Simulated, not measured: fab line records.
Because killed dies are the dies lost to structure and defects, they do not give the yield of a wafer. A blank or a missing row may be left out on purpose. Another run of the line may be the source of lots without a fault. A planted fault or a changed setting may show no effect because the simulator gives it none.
Struck lot and sound lot, side by side || flow nandHarc || 40 steps out of a route of 1159
Sound: these wafers, L434.2, L434.5, L434.6. Wafers struck: L450.1, L450.3, L450.5. The cause comes at the end.
For every step that has rows: the tool of each side, followed by ch and its chambers, followed by its first start. Under that, the readings that differ: sound wafers || struck wafers || difference of the means || sigmas: that difference in standard deviations of wafers without a fault.
alike: words and numbers the same on both sides, and readings whose means are apart by under 2 such deviations; not compared: readings that were withheld, readings missing a value for some wafer, numbers with overlapping values and no deviation given by the record, and bounds like >300 which may hide the same value.
Wherever a step has rows on one side only, a row that says differs or no value, or a row with sigmas, the two part there. Numbers that don't overlap but have no deviation are shown without sigmas and don't part them. A reading missing from all wafers of one side parts the sides only when that side holds two or more wafers.

NHARC_A_STAIRCASE_DESCUM_291: chemistry O2, time 3 s.
  sound on rieDiel-01 ch 1,2,3, day 11 07:40; struck on rieDiel-04 ch 1,3, day 15 12:11
  alike: drypumpMotorCurrentA, mfcArSccm, oesProductAu, rfVppV, showerheadPlenumPTorr, throttleValvePct
  not compared: rfHoursCounterH
then, 5 steps without rows for these wafers: NHARC_A_STAIRCASE_ETCH_292 (etches the open film in CF4/CHF3); NHARC_A_STAIRCASE_HM_OPEN_460 (chemistry O2/COS); NHARC_A_STAIRCASE_STRIP_461 (strips in O2/COS); NHARC_A_STAIRCASE_ETCH_452 (etches the open film in CF4/O2, target depth 30 nm, overetch 3 nm, time 16.5 s); NHARC_A_STAIRCASE_ETCH_294 (etches the open film in C4F8/O2/Ar, target depth 4992 nm, time 1212.4 s).
NHARC_A_STAIRCASE_STRIP_295: strips in O2.
  sound on rieDiel-01 ch 1,2,3; struck on rieDiel-04 ch 0,2
  alike: drypumpMotorCurrentA, mfcArSccm, oesProductAu, rfVppV, showerheadPlenumPTorr, throttleValvePct
  not compared: rfHoursCounterH
then, 4 steps without rows for these wafers: NHARC_A_STAIRCASE_STRIP_296 (strips in SPM, time 900 s); NHARC_A_STAIRCASE_PRECLEAN_297 (cleans in SC1); NHARC_A_STAIRCASE_SRD_298; NHARC_A_STAIRCASE_HM_DEP_462 (deposits aC, target thk 800 nm).
NHARC_A_STAIRCASE_DEP_301: deposits SiON, target thk 30 nm.
  sound on pecvd-04 ch 0,2, day 11 14:23; struck on pecvd-01 ch 0,1,2, day 15 17:07
{"reading": "heaterPowerW (W)", "sound": "662 712 618", "struck": "878 1026 893", "difference": "+268", "sigmas": "+2"}
  alike: showerheadVppV
then, 9 steps without rows for these wafers: NHARC_A_STAIRCASE_DEHYDRATE_302 (time 120 s); NHARC_A_STAIRCASE_HMDS_303 (time 30 s); NHARC_A_STAIRCASE_COAT_304; NHARC_A_STAIRCASE_SOFTBAKE_305 (time 170 s); NHARC_A_STAIRCASE_EBR_306; NHARC_A_STAIRCASE_EXPOSE_307 (exposes mask CHOP 50); NHARC_A_STAIRCASE_PEB_308 (peb time 130 s); NHARC_A_STAIRCASE_DEVELOP_309 (time 140 s); NHARC_A_STAIRCASE_HARDBAKE_311 (time 140 s).
NHARC_A_STAIRCASE_DESCUM_312: chemistry O2, time 3 s.
  sound on rieDiel-01 ch 0,3, day 11 15:19; struck on rieDiel-04 ch 2,3, day 15 18:07
  alike: drypumpMotorCurrentA, mfcArSccm, oesProductAu, rfVppV, showerheadPlenumPTorr, throttleValvePct
  not compared: rfHoursCounterH
NHARC_A_STAIRCASE_ETCH_313: etches the open film in CF4/CHF3.
  sound on rieDiel-01 ch 2,3, day 11 15:26; struck on rieDiel-04 ch 1,2, day 15 18:11
  alike: drypumpMotorCurrentA, mfcArSccm, oesProductAu, rfVppV, showerheadPlenumPTorr, throttleValvePct
  not compared: rfHoursCounterH
then, 2 steps without rows for these wafers: NHARC_A_STAIRCASE_HM_OPEN_463 (chemistry O2/COS); NHARC_A_STAIRCASE_STRIP_464 (strips in O2/COS).
NHARC_A_STAIRCASE_ETCH_453: etches the open film in CF4/O2, target depth 30 nm, overetch 3 nm, time 16.5 s.
  sound on rieDiel-01 ch 0,1,3; struck on rieDiel-04 ch 0,1
  alike: drypumpMotorCurrentA, mfcArSccm, oesProductAu, rfVppV, showerheadPlenumPTorr, throttleValvePct
  not compared: rfHoursCounterH
then, 13 steps without rows for these wafers: NHARC_A_STAIRCASE_ETCH_315 (etches the open film in C4F8/O2/Ar, target depth 2500 nm, time 607.1 s); NHARC_A_STAIRCASE_STRIP_316 (strips in O2); NHARC_A_STAIRCASE_STRIP_317 (strips in SPM, time 900 s); NHARC_A_STAIRCASE_PRECLEAN_318 (cleans in SC1); NHARC_A_STAIRCASE_SRD_329; NHARC_A_STAIRCASE_ALD_415 (deposits SiO2, target thk 30 nm, pulse time 6 s, ald cycles 300); NHARC_A_STAIRCASE_ETCHBACK_416 (etches the open film in C4F8/O2/Ar, target depth 36 nm, time 7.2 s); NHARC_A_STAIRCASE_STRIP_476 (strips in O2, time 20 s); NHARC_A_STAIRCASE_DEP_417 (deposits Si3N4, target thk 60 nm); NHARC_A_STAIRCASE_WET_418 (chemistry H3PO4, target depth 20 nm); NHARC_A_STAIRCASE_PRECLEAN_419 (cleans in SC1); NHARC_A_STAIRCASE_SRD_421; NHARC_A_STAIRCASE_ALD_420 (deposits SiO2, target thk 20 nm, pulse time 6 s, ald cycles 200).
-- record jumps: 8 days between struck wafers' starts before vs after; left off in module A_STAIRCASE, resumes in module END, first step shown is number 1159 of the route --
NHARC_END_SORT_01:
  here the record holds rows for the struck wafers (prober-02 ch 0, day 23 12:50) but none for the sound ones

WHERE THEY PART
Last at NHARC_END_SORT_01 as far as this record goes, first at NHARC_A_STAIRCASE_DEP_301.

WHY: what had been put in by the simulator
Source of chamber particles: pecvd-01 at NHARC_A_STAIRCASE_DEP_301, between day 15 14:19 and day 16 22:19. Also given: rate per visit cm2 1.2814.
